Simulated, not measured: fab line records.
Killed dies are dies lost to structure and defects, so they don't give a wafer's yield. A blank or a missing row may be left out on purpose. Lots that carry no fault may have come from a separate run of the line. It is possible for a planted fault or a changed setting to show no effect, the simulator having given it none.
Matching of chambers | flow nandHarc | rieDiel-01 running NHARC_A_STAIRCASE_DESCUM_443: 4 sister chambers
The step chemistry O2, time 3 s. 8 wafers are shown with their chamber, then 7 later ones without.

== WAFERS WITH THEIR CHAMBER ==
wafer  | chamber | drypumpMotorCurrentA (A) | showerheadPlenumPTorr (Torr)
L082.1 | 1       | 5.0                      | 1.86
L082.2 | 0       | 5.8                      | 1.97
L082.5 | 1       | 5.0                      | 1.86
L088.1 | 3       | 6.6                      | 1.99
L088.2 | 2       | 5.2                      | 1.95
L088.4 | 0       | 5.8                      | 1.97
L090.1 | 2       | 5.1                      | 1.95
L090.3 | 3       | 6.6                      | 1.98

== WAFERS MISSING THEIR CHAMBER ==
wafer  | drypumpMotorCurrentA (A) | showerheadPlenumPTorr (Torr)
L090.5 | 5.0                      | 1.86
L094.1 | 5.8                      | 1.96
L094.3 | 5.0                      | 1.85
L094.6 | 5.9                      | 1.96
L095.3 | 5.1                      | 1.95
L095.5 | 5.0                      | 1.85
L095.6 | 5.2                      | 1.95

== WHICH CHAMBER EACH ONE RAN IN ==
wafer  | from the rows above | in truth
L090.5 | 1                   | 1
L094.1 | 0                   | 0
L094.3 | 1                   | 1
L094.6 | 0                   | 0
L095.3 | 2                   | 2
L095.5 | 1                   | 1
L095.6 | 2                   | 2
Correct placement for 7 of the 7. Number that these rows cannot place: 0. Placed wrongly: 0.
How it was worked out, from the rows above alone: a wafer's distance from a chamber is the root of the sum, over the readings, of the square of ((its reading less the chamber's mean) divided by the reading's scatter). The wafer belongs to the nearest chamber; if the next one is less than 2 further off, it can't be placed. A chamber's mean is the mean of its shown wafers. How the scatter is found: for the shown wafers, subtract from each reading the mean of its chamber, square and add these, divide the total by (wafers less chambers), then take the root.
